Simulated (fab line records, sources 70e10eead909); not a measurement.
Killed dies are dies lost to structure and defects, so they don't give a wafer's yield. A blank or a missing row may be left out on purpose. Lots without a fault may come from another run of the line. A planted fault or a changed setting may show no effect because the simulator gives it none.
One fault seen from 2 desks | flow nand_harc | each desk has only its own numbers; what lay behind them comes last

THE TOOL OWNER'S DESK: pvd_sputter-03
The tool's own readings at NHARC_A_M1_PVD_20 (deposits TaN, target thk 5 nm, time 8.06 s): means of the sampled wafers that have a number, for each lot that ran on this tool. A lot is out of limits, marked OUT, if its mean lies more than 4 standard deviations from the usual mean; the brackets give that distance.
Columns: A = chamber_pressure_pa at NHARC_A_M1_PVD_20, usual 0.12 Pa; B = throttle_valve_pct at NHARC_A_M1_PVD_20, usual 30.1 %
lot  | first seen here | A    | B
L763 | day 23 16:31    | 0.12 | 29.9
L765 | day 23 21:52    | 0.12 | 30.3
L777 | day 28 21:35    | 0.12 | 30.6
L782 | day 31 08:58    | 0.12 | 30.3
L785 | day 32 11:02    | 0.12 | 29.3
This desk's finding: nothing out of limits on any of the 5 lots.

THE METROLOGY DESK
What the gauges read, lot by lot, whatever tool the lot ran on: means of the sampled wafers that have a number. A lot is out of limits, marked OUT, if its mean lies more than 4 standard deviations from the usual mean; the brackets give that distance.
Columns: A = cd_nm at NHARC_THIN_TSV_CD_MEAS_37, usual 5000.3 nm
lot  | first seen here | A
L763 | day 24 17:38    | 4999.7
L764 | day 24 18:34    | 5001.5
L765 | day 24 23:16    | 4999.7
L767 | day 25 22:43    | 5001.7
L769 | day 26 13:48    | 4997.9
L774 | day 28 04:14    | 5000.9
L777 | day 29 22:25    | 4999.5
L779 | day 30 15:03    | 4999.9
L782 | day 32 14:18    | 4998.5
L783 | day 32 19:26    | 4997.9
L784 | day 32 23:08    | 5003.3
L785 | day 33 11:35    | 5001.9
This desk's finding: nothing out of limits on any of the 12 lots.

PUT TOGETHER
The tool owner's desk saw nothing out of limits.
The metrology desk saw nothing out of limits.

WHAT THE SIMULATOR HAD PUT IN
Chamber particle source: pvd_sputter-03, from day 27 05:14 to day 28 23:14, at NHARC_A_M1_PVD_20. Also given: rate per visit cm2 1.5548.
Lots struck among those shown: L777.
